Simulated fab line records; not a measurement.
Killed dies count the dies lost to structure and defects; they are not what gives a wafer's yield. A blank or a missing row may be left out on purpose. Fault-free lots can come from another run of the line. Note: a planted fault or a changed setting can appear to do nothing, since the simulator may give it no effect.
fab line records	flow nandHarc
record lots=13	wafers=39	lastDay=32
route steps=1302 shown A_CONTACT@1052 END@1302
lots that met no fault: from a run of the same line without faults
startH: hours from the record's first day to the start of the lot's first wafer shown	waitH: how many hours have passed since the lot's step before this one	" unchanged from the row above	L1.1+2: a row that stands for several wafers	- no value present, or no start provided	* or withheld: withheld	< > ~ a bound
route shown NAME@n: names a module that has steps shown in the file, with the first one's number in the route	usual: mean and standard deviation over wafers with no fault	same: alike in all rows	chamber/n: place in a boat	sites: each site's reading	_std_site: how widely they spread, as a standard deviation	_edge_site: mean of outer sites minus mean of inner sites	radiusMm: for every site, how far away it sits from the centre of the wafer	mask NAME#n: copy n	behind: tool/chamber where the wafer was last shaped	hold: why the lot was held/for how many hours/how that ended	device: which transistor (n, p or np) failed to switch	end of line: the tests these same wafers got at the end of their route	a step given without rows: its recipe and nothing more	killed: count of dies lost to structure and defects at first sort (not the wafer's yield)	map: dies across one wafer; x = killed, . = not, _ = none there
set.NAME: the setting as run; set.NAME@STEP: as run at that earlier step	model.NAME: the simulator's own value behind a step, which no gauge read
one table for each step of the route and one row for each wafer, over a sample of lots
services: from which hour (startH, from the record's first day; less than 0 if before it) a tool's chamber was out of use, for how many hours, and why
## steps
# step NHARC_A_CONTACT_ETCH_129
# recipe sourceW=withheld	pressureMtorr=20	biasV=3000	timeS=197	targetDepthA=19180	arFlowSccm=withheld	c4f8FlowSccm=withheld	o2FlowSccm=withheld	chemistry=C4F8/O2/Ar
lot.wafer	tool	chamber	startH	waitH	rfHoursCounterH
L848.2	harCapEtch-02	1	481.34	0.1	88
L848.3	"	0	"	"	-
L848.6	"	1	"	"	-
L849.3	harCapEtch-03	0	489.75	0.2	-
L849.5	"	0	"	"	-
L849.6	"	1	"	"	-
L851.3	harCapEtch-03	1	535.68	0.2	-
L851.4	"	0	"	"	-
L851.5	"	1	"	"	-
L853.2	harCapEtch-02	0	537.12	0.1	96
L853.3	"	1	"	"	-
L853.6	"	0	"	"	-
L855.1	harCapEtch-01	0	563.90	0.1	13
L855.4	"	0	"	"	-
L855.6	"	1	"	"	-
L861.1	harCapEtch-02	0	608.19	0.1	111
L861.2	"	1	"	"	111
L861.3	"	1	"	"	-
L863.4	harCapEtch-03	0	617.52	0.1	-
L863.3	"	1	"	"	-
L863.6	"	0	"	"	-
L864.4	harCapEtch-01	1	624.41	0.1	-
L864.3	"	0	"	"	-
L864.6	"	0	"	"	-
L866.3	harCapEtch-02	1	655.24	0.1	-
L866.6	"	1	"	"	-
L866.5	"	0	"	"	-
L865.1	harCapEtch-03	0	657.37	0.1	80
L865.6	"	0	"	"	-
L865.5	"	1	"	"	-
L868.4	harCapEtch-02	0	682.74	0.1	-
L868.6	"	0	"	"	-
L868.5	"	1	"	"	-
L870.2	harCapEtch-02	0	696.48	0.1	124
L870.1	"	1	"	"	124
L870.4	"	1	"	"	-
L871.1	harCapEtch-03	0	708.04	0.2	89
L871.2	"	1	"	"	89
L871.3	"	1	"	"	-
# step NHARC_A_CONTACT_ETCH_130
# recipe sourceW=withheld	pressureMtorr=20	biasV=3000	timeS=197	targetDepthA=19180	arFlowSccm=withheld	c4f8FlowSccm=withheld	o2FlowSccm=withheld	chemistry=C4F8/O2/Ar
lot.wafer	tool	chamber	startH	waitH	rfHoursCounterH
L848.2	harCapEtch-02	1	481.52	0.1	88
L848.3	"	0	"	"	-
L848.6	"	1	"	"	-
L849.3	harCapEtch-03	0	489.99	0.2	-
L849.5	"	0	"	"	-
L849.6	"	1	"	"	-
L851.3	harCapEtch-03	1	535.91	0.2	-
L851.4	"	0	"	"	-
L851.5	"	1	"	"	-
L853.2	harCapEtch-02	0	537.29	0.1	96
L853.3	"	1	"	"	-
L853.6	"	0	"	"	-
L855.1	harCapEtch-01	0	564.08	0.1	13
L855.4	"	0	"	"	-
L855.6	"	1	"	"	-
L861.1	harCapEtch-02	0	608.36	0.1	111
L861.2	"	1	"	"	111
L861.3	"	1	"	"	-
L863.4	harCapEtch-03	0	617.70	0.1	-
L863.3	"	1	"	"	-
L863.6	"	0	"	"	-
L864.4	harCapEtch-01	1	624.58	0.1	-
L864.3	"	0	"	"	-
L864.6	"	0	"	"	-
L866.3	harCapEtch-02	1	655.41	0.1	-
L866.6	"	1	"	"	-
L866.5	"	0	"	"	-
L865.1	harCapEtch-03	0	657.54	0.1	80
L865.6	"	0	"	"	-
L865.5	"	1	"	"	-
L868.4	harCapEtch-02	0	682.92	0.1	-
L868.6	"	0	"	"	-
L868.5	"	1	"	"	-
L870.2	harCapEtch-02	0	696.66	0.1	124
L870.1	"	1	"	"	124
L870.4	"	1	"	"	-
L871.1	harCapEtch-03	0	708.21	0.1	89
L871.2	"	1	"	"	89
L871.3	"	1	"	"	-
# step NHARC_A_CONTACT_SOFTBAKE_03
# recipe tempC=105	timeS=55
# usual chillPlateTempC=22.99/0.091	heaterPowerTotalW=188.47/0.14
lot.wafer	tool	chamber	startH	waitH	chillPlateTempC	heaterPowerTotalW
L848.2	lithoTrack-06	0	488	-	23.10	188.39
L848.3	"	0	"	"	22.83	188.29
L848.6	"	0	"	"	22.96	188.47
L849.3	lithoTrack-06	0	496	-	23.00	188.64
L849.5	"	0	"	"	23.00	188.46
L849.6	"	0	"	"	23.07	188.52
L851.3	lithoTrack-04	0	540	-	22.87	188.66
L851.4	"	0	"	"	22.88	188.38
L851.5	"	0	"	"	22.94	188.32
L853.2	lithoTrack-04	0	545	-	23.04	323.12
L853.3	"	0	"	"	22.97	323.10
L853.6	"	0	"	"	22.89	323.15
L855.1	lithoTrack-04	0	571	-	22.96	322.95
L855.4	"	0	"	"	23.09	323.28
L855.6	"	0	"	"	22.90	323.25
L861.1	lithoTrack-01	0	613	-	22.92	188.32
L861.2	"	0	"	"	22.87	188.52
L861.3	"	0	"	"	22.83	188.79
L863.3	lithoTrack-01	0	622	-	22.88	188.51
L863.4	"	0	"	"	23.09	188.75
L863.6	"	0	"	"	23.13	188.38
L864.3	lithoTrack-01	0	629	-	23.02	188.39
L864.4	"	0	"	"	22.89	188.71
L864.6	"	0	"	"	22.96	188.31
L866.3	lithoTrack-04	0	660	-	22.88	188.42
L866.5	"	0	"	"	22.96	188.29
L866.6	"	0	"	"	23.16	188.37
L865.1	lithoTrack-04	0	663	-	23.02	188.38
L865.5	"	0	"	"	23.13	188.42
L865.6	"	0	"	"	22.95	188.25
L868.4	lithoTrack-04	0	689	-	23.15	188.63
L868.5	"	0	"	"	23.06	188.48
L868.6	"	0	"	"	23.15	188.49
L870.1	lithoTrack-04	0	702	-	23.05	188.51
L870.2	"	0	"	"	23.06	188.75
L870.4	"	0	"	"	23.14	188.41
L871.1	lithoTrack-06	0	712	-	22.98	188.39
L871.2	"	0	"	"	23.21	188.31
L871.3	"	0	"	"	23.03	188.60
# step NHARC_A_CONTACT_ETCH_88
# recipe targetDepthA=390	overEtchFrac=0.3	timeS=65	ionEnergyEv=80	cf4FlowSccm=150	arFlowSccm=0	rfW=300	biasW=100	chemistry=CF4
# usual drypumpMotorCurrentA=5.7/0.37	oesProductAu=0.998/0.0082	rfVppV=150.5/1.1	showerheadPlenumPTorr=1.71/0.052	throttleValvePct=13.283/0.0086
lot.wafer	tool	chamber	startH	waitH	drypumpMotorCurrentA	oesProductAu	rfHoursCounterH	rfVppV	showerheadPlenumPTorr	throttleValvePct
L848.3	rieDiel-01	1	489.77	0.1	5.8	0.995	41	149.8	1.64	13.281
L848.2	"	2	"	"	5.9	0.998	42	152.3	1.85	13.268
L848.6	"	0	"	"	4.9	1.005	-	151.5	1.73	13.286
L849.3	rieDiel-02	3	496.72	0.1	5.8	0.988	19	150.1	1.72	13.276
L849.6	"	2	"	"	5.4	0.986	-	150.6	1.70	13.267
L849.5	"	3	"	"	5.8	0.993	-	150.6	1.72	13.298
L851.4	rieDiel-02	3	541.71	0.1	5.9	0.995	25	151.4	1.72	13.267
L851.3	"	0	"	"	5.7	0.982	27	150.2	1.64	13.275
L851.5	"	0	"	"	5.7	0.993	-	150.4	1.64	13.281
L853.2	rieDiel-02	2	546.68	0.1	5.4	0.994	23	150.4	1.70	13.299
L853.3	"	1	"	"	6.2	1.012	27	150.7	1.71	13.283
L853.6	"	3	"	"	5.8	0.994	-	151.6	1.72	13.275
L855.1	rieDiel-02	2	572.04	0.1	5.4	0.999	2	149.4	1.70	13.274
L855.4	"	0	"	"	5.7	1.016	2	150.6	1.64	13.277
L855.6	"	1	"	"	6.2	1.011	-	151.3	1.71	13.282
L861.1	rieDiel-02	0	614.56	0.1	5.7	1.002	11	148.5	1.64	13.286
L861.2	"	1	"	"	6.1	1.017	10	149.8	1.71	13.283
L861.3	"	2	"	"	5.4	0.996	11	150.7	1.69	13.287
L863.3	rieDiel-02	3	622.88	0.1	5.8	0.988	15	151.4	1.71	13.275
L863.4	"	0	"	"	5.7	0.991	14	150.2	1.64	13.264
L863.6	"	3	"	"	5.8	0.998	-	151.6	1.71	13.286
L864.3	rieDiel-02	0	629.78	0.1	5.7	0.997	14	149.2	1.64	13.282
L864.4	"	1	"	"	6.2	0.993	13	151.7	1.71	13.293
L864.6	"	3	"	"	5.8	1.002	-	151.1	1.71	13.265
L866.3	rieDiel-02	1	661.54	0.1	6.2	0.996	17	150.0	1.71	13.281
L866.6	"	2	"	"	5.4	0.996	-	149.4	1.69	13.278
L866.5	"	3	"	"	5.8	1.000	-	151.3	1.71	13.283
L865.1	rieDiel-02	1	663.83	0.1	6.2	0.995	18	148.6	1.70	13.289
L865.6	"	1	"	"	6.2	1.002	-	151.5	1.70	13.284
L865.5	"	2	"	"	5.4	1.004	-	150.0	1.69	13.288
L868.4	rieDiel-02	2	690.53	0.1	5.4	0.988	23	148.7	1.69	13.287
L868.6	"	2	"	"	5.4	0.987	-	150.8	1.69	13.280
L868.5	"	3	"	"	5.8	1.002	-	148.1	1.71	13.272
L870.1	rieDiel-02	3	703.59	0.1	5.8	0.998	27	149.3	1.71	13.298
L870.4	"	1	"	"	6.1	1.012	24	150.7	1.70	13.281
L870.2	"	2	"	"	5.4	1.009	26	149.8	1.69	13.279
L871.2	rieDiel-02	1	713.85	0.1	6.2	0.996	26	151.5	1.70	13.275
L871.1	"	3	"	"	5.9	0.996	30	149.0	1.71	13.278
L871.3	"	0	"	"	5.7	0.989	23	147.8	1.64	13.287
# step NHARC_END_SORT_01
# recipe tempC=25
# usual killedAtArray=62/18	killedAtOther=0.9/1.2	killedAtPeriphery=4.2/2.9	killedDies=67/17	killedOpen=3.6/1.9	killedShort=2.5/1.6
# same grossDies=677
lot.wafer	tool	chamber	startH	waitH	killedAtArray	killedAtOther	killedAtPeriphery	killedDies	killedOpen	killedShort
L848.2	prober-01	0	594.83	2.8	65	0	6	71	1	2
L848.3	prober-01	0	595.63	3.1	63	1	7	71	5	0
L848.6	prober-01	0	598.02	4.0	65	1	2	68	4	1
L849.3	prober-02	0	610.92	3.1	49	0	6	55	5	5
L849.5	prober-02	0	612.49	3.6	54	0	9	63	3	0
L849.6	prober-02	0	613.27	3.9	59	0	3	62	3	3
L853.2	prober-01	0	618.15	2.8	69	1	3	73	5	4
L853.3	prober-01	0	618.94	3.1	80	0	3	83	4	2
L853.6	prober-01	0	621.32	4.0	67	0	5	72	9	1
L851.3	prober-02	0	618.68	3.1	73	1	13	87	3	4
L851.4	prober-02	0	619.47	3.4	75	1	9	85	6	2
L851.5	prober-02	0	620.26	3.7	71	0	9	80	5	4
L855.1	prober-02	0	624.80	2.5	80	0	4	84	2	2
L855.4	prober-02	0	627.22	3.4	93	0	1	94	3	0
L855.6	prober-02	0	628.83	4.0	89	0	4	93	6	4
L861.1	prober-01	0	666.95	2.5	71	0	7	78	2	3
L861.2	prober-01	0	667.75	2.8	80	0	7	87	3	2
L861.3	prober-01	0	668.56	3.1	67	0	6	73	2	2
L863.3	prober-02	0	676.30	3.1	85	1	4	90	4	1
L863.4	prober-02	0	677.11	3.4	83	1	3	87	3	3
L863.6	prober-02	0	678.73	4.0	100	1	6	107	4	2
L864.3	prober-01	0	684.04	3.1	28	0	5	33	1	4
L864.4	prober-01	0	684.84	3.4	31	0	7	38	1	1
L864.6	prober-01	0	686.44	4.0	33	0	8	41	6	3
L865.1	prober-01	0	709.94	2.5	73	0	3	76	6	4
L865.5	prober-01	0	713.07	3.6	72	0	5	77	7	2
L865.6	prober-01	0	713.86	3.9	81	3	6	90	7	0
L866.3	prober-02	0	711.57	3.1	54	5	8	67	4	1
L866.5	prober-02	0	713.19	3.7	61	1	9	71	7	3
L866.6	prober-02	0	714.00	4.1	59	2	4	65	7	5
L868.4	prober-01	0	741.84	3.4	86	0	3	89	2	5
L868.5	prober-01	0	742.62	3.6	97	2	1	100	1	1
L868.6	prober-01	0	743.41	3.9	104	1	6	111	4	2
L870.1	prober-01	0	753.90	2.5	41	1	0	42	6	0
L870.2	prober-01	0	754.69	2.8	46	0	1	47	2	3
L870.4	prober-01	0	756.28	3.4	42	1	4	47	3	2
L871.1	prober-02	0	763.43	2.4	55	1	2	58	1	4
L871.2	prober-02	0	764.22	2.8	68	1	3	72	2	5
L871.3	prober-02	0	765.02	3.1	60	2	5	67	6	6
# killed by level:class
L848.2 A_SLIT:chamberFilmFlake=24 A_CHANNEL_HOLE_D1:chamberFilmFlake=18 A_CHANNEL_HOLE_D2:chamberFilmFlake=8 A_STAIRCASE:chamberFilmFlake=4 A_CONTACT:chamberFilmFlake=4 P_GATE:chamberFilmFlake=3 A_ZERO_WELL:chamberFilmFlake=2 A_WL_FILL:chamberFilmFlake=2
L848.3 A_CHANNEL_HOLE_D1:chamberFilmFlake=21 A_SLIT:chamberFilmFlake=20 A_CHANNEL_HOLE_D2:chamberFilmFlake=9 P_BONDPAD:chamberFilmFlake=5 A_STAIRCASE:chamberFilmFlake=5 A_ZERO_WELL:chamberFilmFlake=2 P_GATE:geometricParticle:open=1 A_SOURCE_PLATE:geometricParticle:open=1
L848.6 A_CHANNEL_HOLE_D1:chamberFilmFlake=26 A_SLIT:chamberFilmFlake=24 A_STAIRCASE:chamberFilmFlake=4 A_CHANNEL_HOLE_D2:chamberFilmFlake=4 A_CONTACT:chamberFilmFlake=2 P_M1:geometricParticle:open=1 A_CHANNEL_FILL_D1:geometricParticle:short=1 A_CHANNEL_FILL_D1:geometricParticle:open=1
L849.3 A_CHANNEL_HOLE_D2:chamberFilmFlake=32 A_STAIRCASE:chamberFilmFlake=4 P_BONDPAD:chamberFilmFlake=3 A_CHANNEL_FILL_D1:geometricParticle:open=2 A_CHANNEL_FILL_D1:geometricParticle:short=2 A_CHANNEL_HOLE_D1:chamberFilmFlake=2 P_CONTACT:geometricParticle:open=1 A_CHANNEL_HOLE_D1:geometricParticle:open=1
L849.5 A_CHANNEL_HOLE_D2:chamberFilmFlake=29 A_STAIRCASE:chamberFilmFlake=7 A_DECK1_JOINT:chamberFilmFlake=6 A_CHANNEL_HOLE_D1:chamberFilmFlake=4 P_ZERO_WELL:chamberFilmFlake=3 P_STI:chamberFilmFlake=3 A_CONTACT:chamberFilmFlake=3 P_BONDPAD:chamberFilmFlake=2
L849.6 A_CHANNEL_HOLE_D2:chamberFilmFlake=34 A_STAIRCASE:chamberFilmFlake=6 A_WL_FILL:chamberFilmFlake=4 A_CONTACT:chamberFilmFlake=4 A_CHANNEL_HOLE_D1:chamberFilmFlake=2 A_DECK1_JOINT:chamberFilmFlake=2 P_ZERO_WELL:chamberFilmFlake=1 P_CONTACT:geometricParticle:open=1
L853.2 A_CHANNEL_HOLE_D2:chamberFilmFlake=31 A_SLIT:chamberFilmFlake=25 A_CHANNEL_FILL_D1:chamberFilmFlake=3 A_CHANNEL_FILL_D1:geometricParticle:open=2 A_DECK1_JOINT:geometricParticle:short=2 A_CHANNEL_HOLE_D1:chamberFilmFlake=2 A_CONTACT:chamberFilmFlake=2 P_STI:geometricParticle:short=1
L851.3 A_CHANNEL_HOLE_D1:chamberFilmFlake=36 A_CHANNEL_HOLE_D2:chamberFilmFlake=24 P_CONTACT:chamberFilmFlake=6 P_M2:chamberFilmFlake=4 A_CONTACT:chamberFilmFlake=3 A_M0:geometricParticle:open=2 A_WL_FILL:chamberFilmFlake=2 P_CONTACT:geometricParticle:short=1
L853.3 A_CHANNEL_HOLE_D2:chamberFilmFlake=33 A_SLIT:chamberFilmFlake=31 A_CHANNEL_HOLE_D1:chamberFilmFlake=3 A_STAIRCASE:chamberFilmFlake=3 A_ONON_D1:geometricParticle:short=2 P_ZERO_WELL:chamberFilmFlake=2 A_CHANNEL_FILL_D1:chamberFilmFlake=2 P_GATE:geometricParticle:open=1
L851.4 A_CHANNEL_HOLE_D2:chamberFilmFlake=38 A_CHANNEL_HOLE_D1:chamberFilmFlake=26 A_CHANNEL_FILL_D1:geometricParticle:open=3 P_GATE:chamberFilmFlake=3 P_CONTACT:chamberFilmFlake=3 P_M2:chamberFilmFlake=2 P_GATE:geometricParticle:short=1 A_ONON_D1:geometricParticle:open=1
L851.5 A_CHANNEL_HOLE_D2:chamberFilmFlake=36 A_CHANNEL_HOLE_D1:chamberFilmFlake=23 P_CONTACT:chamberFilmFlake=5 A_WL_FILL:chamberFilmFlake=3 A_CHANNEL_FILL_D2:geometricParticle:short=2 P_M2:chamberFilmFlake=2 P_CONTACT:geometricParticle:open=1 A_ONON_D1:geometricParticle:short=1
L853.6 A_CHANNEL_HOLE_D2:chamberFilmFlake=35 A_SLIT:chamberFilmFlake=18 A_CHANNEL_FILL_D1:chamberFilmFlake=3 P_M1:geometricParticle:open=2 A_CHANNEL_FILL_D1:geometricParticle:open=2 A_ONON_D2:geometricParticle:open=2 A_DECK1_JOINT:chamberFilmFlake=2 P_CONTACT:geometricParticle:open=1
L855.1 A_CHANNEL_HOLE_D1:chamberFilmFlake=28 A_SLIT:chamberFilmFlake=24 A_CHANNEL_HOLE_D2:chamberFilmFlake=15 A_WL_FILL:chamberFilmFlake=3 A_WL_FILL:geometricParticle:short=2 P_STI:chamberFilmFlake=2 P_GATE:chamberFilmFlake=2 A_STAIRCASE:chamberFilmFlake=2
L855.4 A_CHANNEL_HOLE_D1:chamberFilmFlake=39 A_SLIT:chamberFilmFlake=28 A_CHANNEL_HOLE_D2:chamberFilmFlake=13 A_CHANNEL_FILL_D1:chamberFilmFlake=3 A_WL_FILL:chamberFilmFlake=3 A_M1:chamberFilmFlake=2 A_SOURCE_PLATE:geometricParticle:open=1 A_ONON_D1:geometricParticle:open=1
L855.6 A_SLIT:chamberFilmFlake=31 A_CHANNEL_HOLE_D1:chamberFilmFlake=29 A_CHANNEL_HOLE_D2:chamberFilmFlake=13 A_M1:chamberFilmFlake=5 A_CHANNEL_FILL_D1:geometricParticle:short=2 P_CONTACT:geometricParticle:open=1 P_M0:geometricParticle:open=1 P_M1:geometricParticle:open=1
L861.1 A_SLIT:chamberFilmFlake=33 A_CHANNEL_HOLE_D1:chamberFilmFlake=20 A_CONTACT:chamberFilmFlake=7 P_BONDPAD:chamberFilmFlake=5 A_STAIRCASE:chamberFilmFlake=3 A_DECK1_JOINT:geometricParticle:open=1 A_DECK1_JOINT:geometricParticle:short=1 A_ONON_D2:geometricParticle:open=1
L861.2 A_SLIT:chamberFilmFlake=30 A_CHANNEL_HOLE_D1:chamberFilmFlake=28 A_STAIRCASE:chamberFilmFlake=9 A_CONTACT:chamberFilmFlake=6 P_BONDPAD:chamberFilmFlake=5 A_CHANNEL_HOLE_D2:chamberFilmFlake=2 P_CONTACT:geometricParticle:open=1 P_M0:geometricParticle:open=1
L861.3 A_SLIT:chamberFilmFlake=31 A_CHANNEL_HOLE_D1:chamberFilmFlake=19 A_STAIRCASE:chamberFilmFlake=9 A_CONTACT:chamberFilmFlake=6 P_M0:geometricParticle:open=2 P_STI:geometricParticle:short=1 A_ONON_D2:geometricParticle:short=1 P_STI:chamberFilmFlake=1
L863.3 A_CHANNEL_HOLE_D1:chamberFilmFlake=33 A_SLIT:chamberFilmFlake=26 A_CHANNEL_HOLE_D2:chamberFilmFlake=17 P_BONDPAD:chamberFilmFlake=3 A_CHANNEL_FILL_D2:geometricParticle:open=2 A_STAIRCASE:chamberFilmFlake=2 A_DECK1_JOINT:geometricParticle:open=1 A_SGD_CUT:geometricParticle:short=1
L863.4 A_CHANNEL_HOLE_D1:chamberFilmFlake=30 A_SLIT:chamberFilmFlake=23 A_CHANNEL_HOLE_D2:chamberFilmFlake=13 A_STAIRCASE:chamberFilmFlake=6 A_CHANNEL_FILL_D2:chamberFilmFlake=3 P_GATE:chamberFilmFlake=2 A_WL_FILL:chamberFilmFlake=2 A_SOURCE_PLATE:geometricParticle:open=1
L863.6 A_CHANNEL_HOLE_D1:chamberFilmFlake=35 A_SLIT:chamberFilmFlake=34 A_CHANNEL_HOLE_D2:chamberFilmFlake=20 P_GATE:chamberFilmFlake=4 A_M1:geometricParticle:open=2 A_STAIRCASE:chamberFilmFlake=2 P_M0:geometricParticle:open=1 A_CHANNEL_FILL_D1:geometricParticle:short=1
L864.3 A_CHANNEL_HOLE_D1:chamberFilmFlake=9 A_WL_FILL:chamberFilmFlake=4 A_STAIRCASE:chamberFilmFlake=3 P_GATE:chamberFilmFlake=2 P_M2:chamberFilmFlake=2 A_CHANNEL_FILL_D2:chamberFilmFlake=2 A_SLIT:chamberFilmFlake=2 A_CHANNEL_FILL_D1:geometricParticle:short=1
L864.4 A_CHANNEL_HOLE_D1:chamberFilmFlake=15 A_CONTACT:chamberFilmFlake=6 A_WL_FILL:chamberFilmFlake=5 P_M2:chamberFilmFlake=4 A_SLIT:chamberFilmFlake=2 P_M0:geometricParticle:open=1 A_WL_FILL:geometricParticle:short=1 P_STI:chamberFilmFlake=1
L864.6 A_CHANNEL_HOLE_D1:chamberFilmFlake=8 A_STAIRCASE:chamberFilmFlake=8 P_M2:chamberFilmFlake=3 A_CHANNEL_FILL_D1:chamberFilmFlake=3 A_CONTACT:chamberFilmFlake=3 A_ONON_D1:geometricParticle:open=2 A_WL_FILL:chamberFilmFlake=2 P_CONTACT:geometricParticle:open=1
L865.1 A_CHANNEL_HOLE_D2:chamberFilmFlake=29 A_CHANNEL_HOLE_D1:chamberFilmFlake=20 A_STAIRCASE:chamberFilmFlake=7 A_SLIT:chamberFilmFlake=4 A_ONON_D2:geometricParticle:open=2 P_GATE:chamberFilmFlake=2 A_BONDPAD:chamberFilmFlake=2 P_CONTACT:geometricParticle:open=1
L866.3 A_SLIT:chamberFilmFlake=38 P_BONDPAD:chamberFilmFlake=5 A_CHANNEL_HOLE_D1:chamberFilmFlake=5 A_STAIRCASE:chamberFilmFlake=5 THIN_TSV:chamberFilmFlake=5 P_CONTACT:geometricParticle:open=1 A_CHANNEL_FILL_D2:geometricParticle:short=1 A_STAIRCASE:geometricParticle:open=1
L865.5 A_CHANNEL_HOLE_D1:chamberFilmFlake=31 A_CHANNEL_HOLE_D2:chamberFilmFlake=22 A_STAIRCASE:chamberFilmFlake=4 P_ZERO_WELL:chamberFilmFlake=3 A_SLIT:chamberFilmFlake=3 A_CONTACT:chamberFilmFlake=3 A_CHANNEL_FILL_D2:geometricParticle:open=2 A_BONDPAD:chamberFilmFlake=2
L866.5 A_SLIT:chamberFilmFlake=33 A_CHANNEL_HOLE_D1:chamberFilmFlake=8 A_STAIRCASE:chamberFilmFlake=6 A_CONTACT:chamberFilmFlake=5 P_GATE:chamberFilmFlake=3 P_BONDPAD:chamberFilmFlake=3 A_M0:geometricParticle:open=2 P_GATE:geometricParticle:open=1
L865.6 A_CHANNEL_HOLE_D1:chamberFilmFlake=31 A_CHANNEL_HOLE_D2:chamberFilmFlake=22 A_CONTACT:chamberFilmFlake=8 A_BONDPAD:chamberFilmFlake=7 A_SLIT:chamberFilmFlake=4 THIN_TSV:chamberFilmFlake=3 A_CONTACT:geometricParticle:open=2 P_ZERO_WELL:chamberFilmFlake=2
L866.6 A_SLIT:chamberFilmFlake=29 A_CHANNEL_HOLE_D1:chamberFilmFlake=8 A_STAIRCASE:chamberFilmFlake=8 A_DECK1_JOINT:geometricParticle:open=4 A_ONON_D2:geometricParticle:short=2 P_BONDPAD:chamberFilmFlake=2 A_CONTACT:chamberFilmFlake=2 THIN_TSV:chamberFilmFlake=2
L868.4 A_CHANNEL_HOLE_D1:chamberFilmFlake=26 A_CHANNEL_HOLE_D2:chamberFilmFlake=21 A_SLIT:chamberFilmFlake=17 A_STAIRCASE:chamberFilmFlake=10 A_ONON_D2:geometricParticle:short=2 P_BONDPAD:chamberFilmFlake=2 A_CONTACT:chamberFilmFlake=2 A_ONON_D1:geometricParticle:short=1
L868.5 A_CHANNEL_HOLE_D1:chamberFilmFlake=31 A_SLIT:chamberFilmFlake=27 A_CHANNEL_HOLE_D2:chamberFilmFlake=22 A_STAIRCASE:chamberFilmFlake=8 A_CONTACT:chamberFilmFlake=6 A_WL_FILL:geometricParticle:short=1 STARTING-WAFER:geometricParticle:open=1 P_BONDPAD:chamberFilmFlake=1
L868.6 A_CHANNEL_HOLE_D1:chamberFilmFlake=32 A_SLIT:chamberFilmFlake=24 A_CHANNEL_HOLE_D2:chamberFilmFlake=21 A_STAIRCASE:chamberFilmFlake=10 A_CONTACT:chamberFilmFlake=9 P_ZERO_WELL:chamberFilmFlake=3 A_CHANNEL_FILL_D1:chamberFilmFlake=3 P_GATE:geometricParticle:open=1
L870.1 A_CHANNEL_HOLE_D1:chamberFilmFlake=16 A_SLIT:chamberFilmFlake=7 A_CONTACT:chamberFilmFlake=6 A_CHANNEL_HOLE_D2:chamberFilmFlake=4 A_CHANNEL_FILL_D2:geometricParticle:open=2 A_M0:geometricParticle:open=2 A_ONON_D1:geometricParticle:open=1 A_CHANNEL_FILL_D1:geometricParticle:open=1
L870.2 A_CHANNEL_HOLE_D1:chamberFilmFlake=20 A_CONTACT:chamberFilmFlake=12 A_SLIT:chamberFilmFlake=6 A_STAIRCASE:chamberFilmFlake=2 P_CONTACT:geometricParticle:open=1 A_ONON_D1:geometricParticle:open=1 A_CHANNEL_FILL_D2:geometricParticle:short=1 A_SLIT:geometricParticle:short=1
L870.4 A_CHANNEL_HOLE_D1:chamberFilmFlake=18 A_CONTACT:chamberFilmFlake=10 A_SLIT:chamberFilmFlake=7 P_STI:chamberFilmFlake=2 P_M1:geometricParticle:short=1 A_SOURCE_PLATE:geometricParticle:open=1 A_ONON_D2:geometricParticle:open=1 A_WL_FILL:geometricParticle:open=1
L871.1 A_CHANNEL_HOLE_D2:chamberFilmFlake=25 A_SLIT:chamberFilmFlake=23 A_CONTACT:chamberFilmFlake=3 P_STI:geometricParticle:open=1 P_M0:geometricParticle:short=1 A_ONON_D2:geometricParticle:short=1 A_WL_FILL:geometricParticle:short=1 STARTING-WAFER:geometricParticle:short=1
L871.2 A_CHANNEL_HOLE_D2:chamberFilmFlake=33 A_SLIT:chamberFilmFlake=23 A_CONTACT:chamberFilmFlake=4 A_ONON_D1:geometricParticle:open=2 A_CHANNEL_HOLE_D1:chamberFilmFlake=2 P_M0:geometricParticle:short=1 A_CHANNEL_FILL_D1:geometricParticle:short=1 A_CHANNEL_FILL_D2:geometricParticle:short=1
L871.3 A_CHANNEL_HOLE_D2:chamberFilmFlake=26 A_SLIT:chamberFilmFlake=23 P_CONTACT:geometricParticle:short=2 A_BLC:geometricParticle:open=2 A_CONTACT:chamberFilmFlake=2 THIN_TSV:chamberFilmFlake=2 P_GATE:geometricParticle:short=1 P_GATE:geometricParticle:open=1
## services
tool	chamber	startH	hours	kind
harCapEtch-01	-	473.00	17.0	pm
rieDiel-02	0	477.03	-	clean
rieDiel-02	1	477.03	-	clean
rieDiel-02	2	477.03	-	clean
rieDiel-02	3	477.03	-	clean
lithoTrack-01	-	481.00	7.0	pm
rieDiel-02	0	501.53	-	clean
rieDiel-02	1	501.53	-	clean
rieDiel-02	2	501.53	-	clean
rieDiel-02	3	501.53	-	clean
lithoTrack-06	-	505.00	7.0	pm
rieDiel-02	0	526.03	-	clean
rieDiel-02	1	526.03	-	clean
rieDiel-02	2	526.03	-	clean
rieDiel-02	3	526.03	-	clean
lithoTrack-04	-	529.00	7.0	pm
rieDiel-01	-	534.69	9.0	pm
rieDiel-02	-	546.98	9.0	pm
harCapEtch-03	-	638.46	0.5	repair
rieDiel-02	0	642.01	23.0	repair
lithoTrack-01	-	656.00	7.0	pm
lithoTrack-06	-	680.00	7.0	pm
lithoTrack-04	-	704.00	7.0	pm
rieDiel-01	-	711.69	9.0	pm
## key
firstSign step=NHARC_A_CONTACT_SOFTBAKE_03	reading=heaterPowerTotalW	direction=up	sigmas=99+	usual=*	struck=*
effect none on later readings
metAt NHARC_A_CONTACT_SOFTBAKE_03
struckLots L853,L855
testerLeftOut L853,L855
notActingAt NHARC_A_CONTACT_ETCH_129,NHARC_A_CONTACT_ETCH_130,NHARC_A_CONTACT_ETCH_88
onsetBetween 540 545
fault kind=processParameterDrift	tool=lithoTrack-04	chamber=-	onsetH=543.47	steps=NHARC_A_CONTACT_SOFTBAKE_03	channel=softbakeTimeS	offset=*	shape=step	endH=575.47	actsIn=*	stated=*
# testerLeftOut: of these lots the tester's yield and bins aren't shown, on N5 and GAA mostly nor the transistor test; their killed dies are dies lost to structure and defects alone, not to doping, threshold or leakage, so they don't give the yield
